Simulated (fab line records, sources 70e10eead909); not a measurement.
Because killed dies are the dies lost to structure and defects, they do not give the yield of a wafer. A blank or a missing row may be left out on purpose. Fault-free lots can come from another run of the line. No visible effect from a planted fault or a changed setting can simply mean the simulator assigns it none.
Matching of chambers | flow nand_harc | 3 sister chambers for NHARC_A_M0_PRE_CLEAN_31 on pecvd-01
The step time 12 s. 6 wafers are shown with their chamber, then 7 later ones without.

## WAFERS WITH THEIR CHAMBER
wafer  | chamber | heater_power_w (W)
L082.4 | 0       | 623
L088.3 | 1       | 719
L092.1 | 0       | 532
L092.5 | 2       | 686
L093.1 | 2       | 787
L093.3 | 1       | 815

## WAFERS WITHOUT THEIR CHAMBER
wafer  | heater_power_w (W)
L093.4 | 787
L095.2 | 799
L095.4 | 512
L095.6 | 809
L094.1 | 764
L094.2 | 795
L094.5 | 794

## WHICH CHAMBER EACH WENT THROUGH
wafer  | from the rows above     | in truth
L093.4 | can't be placed: 1 or 2 | 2
L095.2 | can't be placed: 1 or 2 | 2
L095.4 | 0                       | 0
L095.6 | can't be placed: 1 or 2 | 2
L094.1 | can't be placed: 1 or 2 | 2
L094.2 | can't be placed: 1 or 2 | 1
L094.5 | can't be placed: 1 or 2 | 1
Correctly placed: 1 of 7. From these rows, 6 cannot be placed; in 6 the true chamber is one of the candidates. Placed wrongly: 0.
How it was worked out, from the rows above alone: a wafer's distance from a chamber is the root of the sum, over the readings, of the square of ((its reading less the chamber's mean) divided by the reading's scatter). The wafer belongs to the nearest chamber; if the next one is less than 2 further off, it can't be placed. Each chamber's mean is taken over the wafers shown for it. The scatter is the square root of a quotient: the sum, over the shown wafers, of each reading's squared deviation from its chamber's mean, divided by wafers minus chambers.
